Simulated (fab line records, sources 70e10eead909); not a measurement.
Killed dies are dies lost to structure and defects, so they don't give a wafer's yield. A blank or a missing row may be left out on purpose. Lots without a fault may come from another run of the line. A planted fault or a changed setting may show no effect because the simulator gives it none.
fab line records | flow nand_harc
record lots=11 wafers=32 last_day=27
route steps=1159 shown P_BONDPAD@372 A_ONON_D1@446 A_CHANNEL_HOLE_D1@472
lots that met no fault: from a run of the same line without faults
start_h: hours from the record's first day to the start of the lot's first wafer shown | wait_h: hours since the lot's step before | " the same as in the row above | L1.1+2: a row that stands for several wafers | - no value, or no start given | * or withheld: withheld | < > ~ a bound
route shown NAME@n: a module of which the file shows steps, and the number in the route of the first | usual: mean/standard deviation of fault-free wafers | same: alike in all rows | chamber/n: place in a boat | sites: the reading at each site | _std_site: their standard deviation | _edge_site: outer sites' mean less inner sites' | radius_mm: how far each site lies from the wafer's centre | mask NAME#n: copy n | behind: the tool/chamber that last shaped the wafer | hold: why the lot was held/for how many hours/how that ended | device: the transistor (n, p or np) that didn't switch | end of line: the same wafers' tests at the end of the route | a step without rows: its recipe alone | killed: dies lost to structure and defects at the first sort, not the wafer's yield | map: a wafer's dies, x killed, . not, _ none there
set.NAME: the setting as run; set.NAME@STEP: as run at that earlier step | model.NAME: the simulator's own value behind a step, which no gauge read
steps of the route over a sample of lots; a table a step, a row a wafer
services: from which hour (start_h, from the record's first day; less than 0 if before it) a tool's chamber was out of use, for how many hours, and why
## steps
# step NHARC_P_BONDPAD_ETCH_24
# recipe target_depth_a=300 over_etch_frac=0.3 time_s=72.99 ion_energy_ev=150 cf4_flow_sccm=50 n2_flow_sccm=100 ar_flow_sccm=150 rf_w=300 bias_w=100 chemistry=CF4/N2
# usual drypump_motor_current_A=5.48/0.28 oes_product_au=1.001/0.007 rf_fwd_power_W=297.1/0.92 rf_vpp_V=314.8/1.7 showerhead_plenum_p_Torr=2.67/0.09 throttle_valve_pct=19.793/0.0092
# same time_s=72.99
# columns lot.wafer tool chamber start_h wait_h drypump_motor_current_A oes_product_au rf_fwd_power_W rf_hours_counter_h rf_vpp_V showerhead_plenum_p_Torr throttle_valve_pct
L993.3 rie_diel-08 1 - - 5.16 0.992 298.5 1 314.2 2.69 19.791
L993.2 " 2 " " 5.90 0.998 297.2 1 318.0 2.80 19.789
L993.6 " 0 " " 5.31 0.989 298.3 - 312.3 2.60 19.775
L995.4 rie_diel-08 2 - - 5.92 1.005 296.8 1 318.7 2.80 19.806
L995.1 " 0 " " 5.30 1.005 298.0 1 313.3 2.60 19.789
L995.6 " 2 " " 5.90 1.001 297.5 - 317.3 2.80 19.799
L996.4 rie_diel-11 2 - - 5.77 0.999 296.7 47 314.0 2.59 19.794
L996.1 " 3 " " 5.71 0.997 296.6 45 313.1 2.59 19.793
L996.5 " 3 " " 5.74 1.008 297.1 - 312.9 2.59 19.800
L102.1 rie_diel-08 1 - - 5.18 1.013 297.0 5 314.7 2.69 19.805
L102.3 " 2 " " 5.91 1.006 297.7 5 317.4 2.80 19.801
L102.5 " 2 " " 5.93 1.004 297.9 - 317.8 2.80 19.781
L101.3 rie_diel-08 1 - - 5.16 1.009 296.9 5 313.8 2.69 19.773
L101.6 " 3 " " 5.48 0.997 298.6 - 317.0 2.71 19.782
L101.5 " 0 " " 5.32 1.008 296.2 - 313.0 2.60 19.790
L106.2 rie_diel-08 3 - - 5.49 0.995 297.3 8 316.4 2.71 19.773
L106.5 " 3 " " 5.48 0.997 297.9 - 316.2 2.71 19.785
L106.6 " 0 " " 5.28 1.001 298.6 - 314.2 2.60 19.775
L104.2 rie_diel-08 1 - - 5.16 1.008 296.4 8 314.8 2.68 19.797
L104.4 " 2 " " 5.92 0.982 296.3 8 317.3 2.80 19.789
L104.6 " 1 " " 5.14 1.011 296.5 - 313.7 2.68 19.785
L105.4 rie_diel-08 1 - - 5.16 1.014 297.6 9 316.3 2.68 19.794
L105.5 " 3 " " 5.48 1.004 297.9 - 315.6 2.71 19.786
L105.6 " 0 " " 5.31 1.003 297.7 - 313.6 2.60 19.808
L111.2 rie_diel-11 0 - - 5.52 1.011 298.2 17 310.3 2.48 19.794
L111.1 " 2 " " 5.76 1.008 297.2 17 313.8 2.58 19.787
L111.5 " 0 " " 5.49 1.008 298.2 - 311.4 2.48 19.793
L114.2 rie_diel-08 2 - - 5.92 0.995 297.2 12 317.3 2.80 19.787
L114.6 " 3 " " 5.49 1.010 297.3 - 315.6 2.71 19.779
L115.4 rie_diel-09 0 - - 4.83 0.998 297.5 3 313.1 2.50 19.800
L115.3 " 1 " " 5.42 0.999 297.7 3 318.1 2.84 19.804
L115.6 " 0 " " 4.83 1.008 296.6 - 311.7 2.50 19.807
# step NHARC_A_ONON_D1_DEP_33
# recipe target_thk_a=2000 temp_c=400 pressure_torr=6.5 rf_w=900 teos_flow_sccm=161.4 flow_sccm=2650 target_thk_nm=200 gas=O2 material=SiO2
# usual heater_power_w=563/56 rf_fwd_power_W=898.4/2.9 throttle_valve_pct=16.3/0.46
# columns lot.wafer tool chamber start_h wait_h heater_power_w rf_fwd_power_W throttle_valve_pct
L995.1 pecvd-01 2 180.20 0.1 633 898.5 16.0
L995.4 " 2 " " 618 897.1 16.2
L995.6 " 0 " " 563 897.7 15.8
L993.2 pecvd-02 1 180.37 0.1 498 900.3 17.1
L993.3 " 2 " " 599 897.8 16.1
L993.6 " 2 " " 585 899.2 16.0
L996.1 pecvd-02 0 190.22 0.1 632 897.2 16.6
L996.5 " 2 " " 456 902.2 16.0
L996.4 " 1 " " 485 898.3 17.0
L102.1 pecvd-01 1 227.59 0.1 563 899.8 16.0
L102.3 " 2 " " 652 894.3 16.1
L102.5 " 2 " " 500 897.5 16.3
L101.3 pecvd-04 2 227.83 0.3 583 897.3 16.3
L101.6 " 0 " " 609 900.3 16.3
L101.5 " 2 " " 589 902.3 16.0
L106.2 pecvd-02 0 246.29 0.1 615 898.3 16.7
L106.6 " 0 " " 615 896.3 16.8
L106.5 " 2 " " 557 903.6 16.1
L104.2 pecvd-04 1 246.52 0.1 516 896.2 15.8
L104.6 " 2 " " 554 898.6 16.1
L104.4 " 0 " " 580 897.7 16.6
L105.4 pecvd-04 2 261.45 0.2 489 896.3 16.3
L105.5 " 0 " " 590 897.6 16.6
L105.6 " 1 " " 484 896.9 15.9
L111.2 pecvd-02 0 287.04 0.2 633 900.9 16.8
L111.1 " 1 " " 411 1260.8 17.1
L111.5 " 2 " " 553 897.2 16.1
L114.2 pecvd-02 1 294.08 0.1 497 1256.4 16.9
L114.6 " 2 " " 587 892.4 16.4
L115.3 pecvd-01 0 313.43 0.5 616 898.2 16.0
L115.4 " 2 " " 657 896.8 15.6
L115.6 " 1 " " 556 895.2 15.5
# step NHARC_A_ONON_D1_THK_MEAS_34
# recipe thk_meas_gauge=ellipsometry
# usual thk_nm=200.4/2.7
# columns lot.wafer tool chamber start_h wait_h hold thk_nm
L995.1 film_metro-02 - 180.61 - - 201.6
L995.4 " - " " - 201.1
L995.6 " - " " - 203.7
L993.2 film_metro-02 - 180.74 - - 198.1
L993.3 " - " " - 194.9
L993.6 " - " " - 199.8
L996.1 film_metro-01 - 190.61 - - 202.9
L996.4 " - " " - 203.7
L996.5 " - " " - 202.0
L102.1 film_metro-02 - 228.00 - - 196.1
L102.3 " - " " - 198.2
L102.5 " - " " - 201.1
L101.3 film_metro-01 - 228.15 - - 198.1
L101.5 " - " " - 201.1
L101.6 " - " " - 201.2
L106.2 film_metro-02 - 246.70 - - 202.7
L106.5 " - " " - 202.0
L106.6 " - " " - 205.2
L104.2 film_metro-02 - 246.85 - - 200.1
L104.4 " - " " - 206.9
L104.6 " - " " - 204.3
L105.4 film_metro-02 - 261.73 - - 203.1
L105.5 " - " " - 203.4
L105.6 " - " " - 200.9
L111.1 film_metro-01 - 287.46 - await_dispo/0.2h/release 220.7
L111.2 " - " " await_dispo/0.2h/release 197.9
L111.5 " - " " await_dispo/0.2h/release 204.2
L111.1 film_metro-01 - 287.63 0.2 - 219.7
L111.2 " - " " - 200.2
L111.5 " - " " - 201.0
L114.2 film_metro-01 - 294.45 - await_dispo/0.2h/release 223.2
L114.6 " - " " await_dispo/0.2h/release 203.1
L114.2 film_metro-01 - 294.62 0.2 - 223.6
L114.6 " - " " - 203.2
L115.3 film_metro-02 - 313.80 - - 196.8
L115.4 " - " " - 198.1
L115.6 " - " " - 199.8
# step NHARC_A_CHANNEL_HOLE_D1_ETCH_20
# recipe bias_v=3000 source_w=withheld pressure_mtorr=20 time_s=361.9 ar_flow_sccm=375 c4f8_flow_sccm=89.3 o2_flow_sccm=35.7 temp_c=-20 target_depth_a=16000 chemistry=C4F8/O2/Ar
# usual drypump_motor_current_A=5.2/0.42 showerhead_plenum_p_Torr=3.71/0.11 throttle_valve_pct=32.155/0.0085
# same time_s=361.9
# columns lot.wafer tool chamber start_h wait_h drypump_motor_current_A rf_hours_counter_h showerhead_plenum_p_Torr throttle_valve_pct
L995.1 har_etch-02 0 186.66 0.1 4.8 99 3.88 32.160
L995.4 " 0 " " 4.8 - 3.88 32.148
L995.6 " 0 " " 4.8 - 3.88 32.167
L993.2 har_etch-01 1 187.13 0.1 5.0 195 3.62 32.152
L993.3 " 1 " " 5.0 - 3.62 32.159
L993.6 " 1 " " 5.0 - 3.62 32.154
L996.1 har_etch-01 0 196.38 0.1 5.2 203 3.78 32.164
L996.4 " 1 " " 5.0 - 3.61 32.160
L996.5 " 0 " " 5.1 - 3.78 32.164
L102.1 har_etch-01 0 233.33 0.1 5.2 214 3.78 32.165
L102.3 " 0 " " 5.2 - 3.78 32.149
L102.5 " 1 " " 5.0 - 3.61 32.153
L101.3 har_etch-02 0 234.06 0.2 4.8 - 3.86 32.150
L101.5 " 1 " " 5.9 - 3.60 32.152
L101.6 " 0 " " 4.8 - 3.86 32.160
L106.2 har_etch-01 0 251.90 0.1 5.2 221 3.77 32.140
L106.6 " 1 " " 4.9 - 3.61 32.146
L106.5 " 0 " " 5.2 - 3.77 32.166
L104.2 har_etch-02 0 252.07 0.1 4.8 128 3.86 32.168
L104.4 " 0 " " 4.8 - 3.86 32.149
L104.6 " 1 " " 5.9 - 3.60 32.151
L105.4 har_etch-01 0 266.07 0.2 5.2 - 3.77 32.151
L105.6 " 1 " " 5.0 - 3.60 32.155
L105.5 " 0 " " 5.2 - 3.77 32.147
L111.1 har_etch-01 1 293.62 0.1 5.0 246 3.59 32.157
L111.2 " 0 " " 5.2 246 3.76 32.162
L111.5 " 1 " " 4.9 - 3.59 32.155
L114.2 har_etch-01 0 302.69 0.1 5.2 251 3.76 32.156
L114.6 " 0 " " 5.2 - 3.76 32.170
L115.3 har_etch-02 0 318.26 0.2 4.8 - 3.84 32.153
L115.4 " 1 " " 5.9 - 3.58 32.155
L115.6 " 1 " " 6.0 - 3.58 32.169
# step NHARC_A_CHANNEL_HOLE_D1_ETCH_21
# recipe bias_v=3000 source_w=withheld pressure_mtorr=20 time_s=514.3 ar_flow_sccm=375 c4f8_flow_sccm=89.3 o2_flow_sccm=35.7 temp_c=-20 target_depth_a=16000 chemistry=C4F8/O2/Ar
# usual drypump_motor_current_A=5.2/0.42 showerhead_plenum_p_Torr=3.71/0.11 throttle_valve_pct=32.155/0.0087
# same time_s=514.3
# columns lot.wafer tool chamber start_h wait_h drypump_motor_current_A rf_hours_counter_h showerhead_plenum_p_Torr throttle_valve_pct
L995.1 har_etch-02 0 186.99 0.3 4.9 99 3.88 32.158
L995.4 " 0 " " 4.9 - 3.88 32.164
L995.6 " 0 " " 4.9 - 3.88 32.141
L993.2 har_etch-01 1 187.44 0.3 5.0 195 3.62 32.178
L993.3 " 1 " " 5.0 - 3.62 32.173
L993.6 " 1 " " 5.0 - 3.62 32.149
L996.1 har_etch-01 0 196.71 0.3 5.2 204 3.78 32.157
L996.4 " 1 " " 5.0 - 3.61 32.150
L996.5 " 0 " " 5.2 - 3.78 32.170
L102.1 har_etch-01 0 233.64 0.3 5.2 214 3.78 32.144
L102.3 " 0 " " 5.2 - 3.78 32.144
L102.5 " 1 " " 5.0 - 3.61 32.162
L101.3 har_etch-02 0 234.44 0.3 4.8 - 3.86 32.145
L101.5 " 1 " " 5.9 - 3.60 32.168
L101.6 " 0 " " 4.8 - 3.86 32.155
L106.2 har_etch-01 0 252.23 0.3 5.2 221 3.77 32.152
L106.6 " 1 " " 5.0 - 3.61 32.164
L106.5 " 0 " " 5.2 - 3.77 32.147
L104.2 har_etch-02 0 252.40 0.3 4.8 128 3.86 32.151
L104.4 " 0 " " 4.8 - 3.86 32.146
L104.6 " 1 " " 6.0 - 3.60 32.167
L105.4 har_etch-01 0 266.44 0.3 5.2 - 3.77 32.156
L105.6 " 1 " " 5.0 - 3.60 32.157
L105.5 " 0 " " 5.2 - 3.77 32.163
L111.1 har_etch-01 1 293.93 0.3 5.0 246 3.59 32.157
L111.2 " 0 " " 5.2 246 3.76 32.158
L111.5 " 1 " " 5.0 - 3.59 32.138
L114.2 har_etch-01 0 303.01 0.3 5.2 252 3.76 32.152
L114.6 " 0 " " 5.1 - 3.76 32.164
L115.3 har_etch-02 0 318.62 0.3 4.8 - 3.84 32.156
L115.4 " 1 " " 6.0 - 3.58 32.138
L115.6 " 1 " " 6.0 - 3.58 32.156
## services
# columns tool chamber start_h hours kind
rie_diel-08 - 124.84 9.0 pm
rie_diel-11 0 136.05 3.2 repair
rie_diel-09 1 136.78 2.4 repair
pecvd-02 - 153.00 13.0 pm
rie_diel-08 - 159.65 0.1 repair
pecvd-02 - 188.01 1.8 repair
rie_diel-11 - 189.65 9.0 pm
pecvd-04 - 195.00 13.0 pm
pecvd-02 - 204.43 2.0 repair
pecvd-01 - 237.53 13.0 pm
rie_diel-11 1 241.89 9.1 repair
rie_diel-09 - 254.15 9.0 pm
rie_diel-08 2 258.79 7.1 repair
pecvd-04 0 274.09 13.4 repair
har_etch-02 - 279.79 9.0 repair
rie_diel-09 1 290.16 10.6 repair
rie_diel-08 1 301.77 1.6 repair
rie_diel-08 - 301.86 9.0 pm
har_etch-01 - 305.00 17.0 pm
har_etch-01 0 305.00 17.0 vent_cycle
har_etch-01 1 305.00 17.0 vent_cycle
pecvd-04 2 307.32 17.4 repair
pecvd-02 1 314.05 2.2 repair
pecvd-02 - 317.25 0.3 repair
## key
first_sign step=NHARC_A_ONON_D1_DEP_33 reading=rf_fwd_power_W direction=up sigmas=99+ usual=* struck=*
effect step=NHARC_A_ONON_D1_THK_MEAS_34 reading=visit direction=added
effect step=NHARC_A_ONON_D1_THK_MEAS_34 reading=thk_nm direction=up sigmas=8.1 usual=200.4 struck=221.9
met_at NHARC_A_ONON_D1_DEP_33
struck_lots L111,L114
struck_wafers L111.1,L114.2
tester_left_out L111,L114
not_acting_at NHARC_P_BONDPAD_ETCH_24,NHARC_A_CHANNEL_HOLE_D1_ETCH_20,NHARC_A_CHANNEL_HOLE_D1_ETCH_21
onset_between 190.22 287.04
fault kind=process_parameter_drift tool=pecvd-02 chamber=1 onset_h=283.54 steps=NHARC_A_ONON_D1_DEP_33 channel=rf_w offset=* shape=step end_h=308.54 acts_in=* stated=*
# tester_left_out: of these lots the tester's yield and bins aren't shown, on N5 and GAA mostly nor the transistor test; their killed dies are dies lost to structure and defects alone, not to doping, threshold or leakage, so they don't give the yield
